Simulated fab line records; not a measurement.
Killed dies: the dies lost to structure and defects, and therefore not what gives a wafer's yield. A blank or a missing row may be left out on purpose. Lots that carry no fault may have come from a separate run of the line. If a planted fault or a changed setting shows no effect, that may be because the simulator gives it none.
Struck lot and sound lot, side by side | flow nand harc | 39 steps out of a route of 1302
Sound: the wafers L520.1, L520.4, L520.5. Struck: wafer L540.3 (L540.5, L540.6, from the same lot, were not struck and are left out); the cause is given at the end.
Each step with rows lists, per side, the tool, then ch with its chambers, then its first start. Under that, the readings that differ: sound wafers | struck wafers | difference of the means | sigmas: that difference in standard deviations of wafers without a fault.
alike: same words and numbers on both sides, and readings whose means sit less than 2 such deviations apart. not compared: any withheld reading, any reading some wafer has no value for, any bound like >300 that may hide the same value, and any number with overlapping values for which the record gives no deviation.
A row with sigmas, a row that says differs or no value, or rows on one side alone: a step with any of these is where the two part. Numbers that don't overlap but have no deviation are shown without sigmas and don't part them. A reading missing from all wafers of one side parts the sides only when that side holds two or more wafers.

first, 1 step without rows for these wafers: NHARC_P_BONDPAD_HARDBAKE_10 (time 65 s).
NHARC_P_BONDPAD_DESCUM_11: chemistry O2, time 3 s.
  sound on rie diel-12 ch 0,1,2, day 6 22:14; struck on rie diel-05 ch 3, day 14 23:55
  reading                     | sound       | struck | difference | sigmas
  drypump motor current A (A) | 5.0 5.8 4.9 | 6.4    | +1.2       | +2
  alike: oes product au, rf vpp V, showerhead plenum p Torr, throttle valve pct
  not compared: rf hours counter h
then, 1 step without rows for these wafers: NHARC_P_BONDPAD_ETCH_37 (etches the open film in N2/H2, target depth 60 nm, overetch 18 nm, time 65.91 s).
NHARC_P_BONDPAD_ETCH_12: etches the open film in CHF3/O2, target depth 200 nm, time 100 s.
  sound: rie diel-12 ch 0,2,3; struck: rie diel-05 ch 0
  reading               | sound             | struck | difference | sigmas
  oes product au (a.u.) | 0.926 0.932 0.935 | 0.992  | +0.061     | +3
  alike: bias w, drypump motor current A, rf vpp V, showerhead plenum p Torr, throttle valve pct
  not compared: rf hours counter h
NHARC_P_BONDPAD_CD_MEAS_13:
  struck on cd sem-03, day 15 00:14; sound on cd sem-03, day 6 22:32
  alike: cd nm
then, 1 step without rows for these wafers: NHARC_P_BONDPAD_STRIP_15 (strips in O2).
NHARC_P_BONDPAD_ETCH_24: etches the open film in CF4/N2, target depth 30 nm, time 72.99 s.
  sound: rie diel-10 ch 0,1; struck: rie diel-12 ch 3
  alike: bias w, drypump motor current A, oes product au, rf vpp V, showerhead plenum p Torr, throttle valve pct
  not compared: rf hours counter h
then, 3 steps without rows for these wafers: NHARC_P_BONDPAD_STRIP_16 (strips in post etch residue remover, time 600 s); NHARC_P_BONDPAD_DEGAS_25 (time 60 s); NHARC_P_BONDPAD_PRE_CLEAN_26 (time 30 s).
NHARC_P_BONDPAD_PVD_17: deposits TaN, target thk 5 nm, time 8.06 s.
  sound on pvd sputter-02; struck on pvd sputter-01
  alike: throttle valve pct
NHARC_P_BONDPAD_PVD_27: deposits Cu, target thk 30 nm, time 20.49 s.
  sound on pvd sputter-02; struck on pvd sputter-01
  alike: throttle valve pct
NHARC_P_BONDPAD_ECD_18: material Cu, target thk 400 nm.
  sound on ecd cu-01 ch 0,1, day 6 23:34; struck on ecd cu-02 ch 0,1, day 15 01:30
then, 3 steps without rows for these wafers: NHARC_P_BONDPAD_ANNEAL_28 (time 90 s); NHARC_P_BONDPAD_CMP_19 (polishes, t overpolish 30 s, cu recess touch 16 s, target thk 160.81 nm); NHARC_P_BONDPAD_SRD_21 (time 30 s, dry time 20 s).
NHARC_P_BONDPAD_INSPECT_23:
  struck on defect inspect-02, day 15 02:37; sound on defect inspect-01, day 7 00:46
  alike: raw defect count
then, 3 steps without rows for these wafers: NHARC_P_BONDPAD_ACTIVATE_29 (chemistry N2, time 60 s); NHARC_P_BONDPAD_PRECLEAN_30 (cleans in DIW, time 300 s); NHARC_P_BONDPAD_SRD_31 (time 30 s, dry time 20 s).
NHARC_A_START_INSPECT_01:
  the record has rows for the sound wafers here (defect inspect-01, day 7 01:14) and none for the struck ones
then, 11 steps without rows for these wafers: NHARC_A_ZERO_WELL_PRECLEAN_00 (cleans in SPM, time 600 s); NHARC_A_ZERO_WELL_SRD_01; NHARC_A_ZERO_WELL_DEHYDRATE_02 (time 120 s); NHARC_A_ZERO_WELL_HMDS_03 (time 30 s); NHARC_A_ZERO_WELL_COAT_18 (time 65 s); NHARC_A_ZERO_WELL_COAT_04 (resist thk 600 nm); NHARC_A_ZERO_WELL_SOFTBAKE_05 (time 70 s); NHARC_A_ZERO_WELL_EBR_06; NHARC_A_ZERO_WELL_EXPOSE_07 (exposes mask A ZERO); NHARC_A_ZERO_WELL_PEB_08 (peb time 80 s); NHARC_A_ZERO_WELL_DEVELOP_09 (time 50 s).
NHARC_A_ZERO_WELL_CD_MEAS_10 targets a cd of 2000 nm.
  the record has rows for the sound wafers here (cd sem-03 ch 0, day 7 01:57) and none for the struck ones
then, 5 steps without rows for these wafers: NHARC_A_ZERO_WELL_HARDBAKE_11 (time 65 s); NHARC_A_ZERO_WELL_DESCUM_12 (chemistry O2, time 3 s); NHARC_A_ZERO_WELL_ETCH_19 (etches the open film in N2/H2, target depth 80 nm, overetch 24 nm, time 87.88 s); NHARC_A_ZERO_WELL_ETCH_13 (etches the open film in HBr/Cl2, target depth 120 nm, time 40.1 s); NHARC_A_ZERO_WELL_STRIP_14 (strips in SPM, time 900 s).
-- jump in the record: it breaks off in module A_ZERO_WELL and resumes in module END (first step shown: number 1302 of the route), and 19 days separate the struck wafers' starts before and after --
NHARC_END_SORT_01:
  only the struck wafers appear in the record here, on prober-01 ch 0 at day 34 14:13; the sound ones have no rows

## WHERE THEY PART
Earliest at NHARC_P_BONDPAD_DESCUM_11; latest, in this record, at NHARC_END_SORT_01.

WHY: what the simulator had put in
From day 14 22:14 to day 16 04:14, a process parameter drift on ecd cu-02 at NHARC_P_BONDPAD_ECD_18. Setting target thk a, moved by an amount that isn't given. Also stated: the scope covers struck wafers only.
